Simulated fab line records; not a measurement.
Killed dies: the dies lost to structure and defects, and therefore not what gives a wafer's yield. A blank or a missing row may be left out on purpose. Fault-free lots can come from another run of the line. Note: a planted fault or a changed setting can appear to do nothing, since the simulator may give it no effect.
Chamber matching    flow n5-finfet    pecvd-04 running N5_BEOL_M14_DEP_53: 3 sister chambers
The step deposits SiCN from 3MS/NH3, target thk 50 nm, time 17.8 s. 18 wafers are shown with their chamber, then 9 later ones without.

== WAFERS WITH THEIR CHAMBER ==
wafer   chamber  showerhead-plenum-p-Torr (Torr)  throttle-valve-pct (%)
L084.2  2        4.179                            17.9
L084.5  2        4.172                            17.6
L084.6  1        4.125                            17.3
L089.1  0        4.184                            18.2
L089.3  1        4.118                            17.3
L089.5  0        4.198                            18.4
L088.1  1        4.110                            17.3
L088.2  2        4.181                            17.7
L088.3  0        4.188                            18.4
L090.1  0        4.206                            18.4
L090.2  1        4.122                            17.2
L090.6  1        4.123                            17.2
L091.1  0        4.183                            18.3
L091.4  2        4.174                            17.8
L091.5  0        4.194                            18.6
L094.1  0        4.195                            18.2
L094.2  2        4.177                            17.8
L094.4  1        4.125                            17.2

SIGNATURES, as means of the wafers listed above
reading                   chamber 0  chamber 1  chamber 2  scatter within a chamber
showerhead-plenum-p-Torr  4.19257    4.12050    4.17660    0.00644
throttle-valve-pct        18.357     17.250     17.760     0.111
Rule: for each reading, subtract the chamber's mean from the wafer's reading, divide by that reading's scatter and square the result; add these up over the readings and take the root, which gives the wafer's distance from the chamber. If the next closest chamber is less than 2 further off than the closest, the wafer can't be placed; otherwise it belongs to the closest. The scatter is the square root of a quotient: the sum, over the shown wafers, of each reading's squared deviation from its chamber's mean, divided by wafers minus chambers.

== WAFERS WITH NO CHAMBER GIVEN ==
wafer   showerhead-plenum-p-Torr (Torr)  throttle-valve-pct (%)
L093.2  4.112                            17.3
L093.3  4.200                            18.4
L093.6  4.117                            17.5
L096.1  4.122                            17.4
L096.3  4.202                            18.1
L096.5  4.122                            17.3
L097.2  4.169                            17.9
L097.3  4.124                            17.1
L097.6  4.125                            17.3

== THE CHAMBER EACH PASSED THROUGH ==
wafer   from the rows above  in truth
L093.2  1                    1
L093.3  0                    0
L093.6  1                    1
L096.1  1                    1
L096.3  0                    0
L096.5  1                    1
L097.2  2                    2
L097.3  1                    1
L097.6  1                    1
9 of 9 placed correctly. Left unplaced by these rows: 0. Wrongly placed: 0.
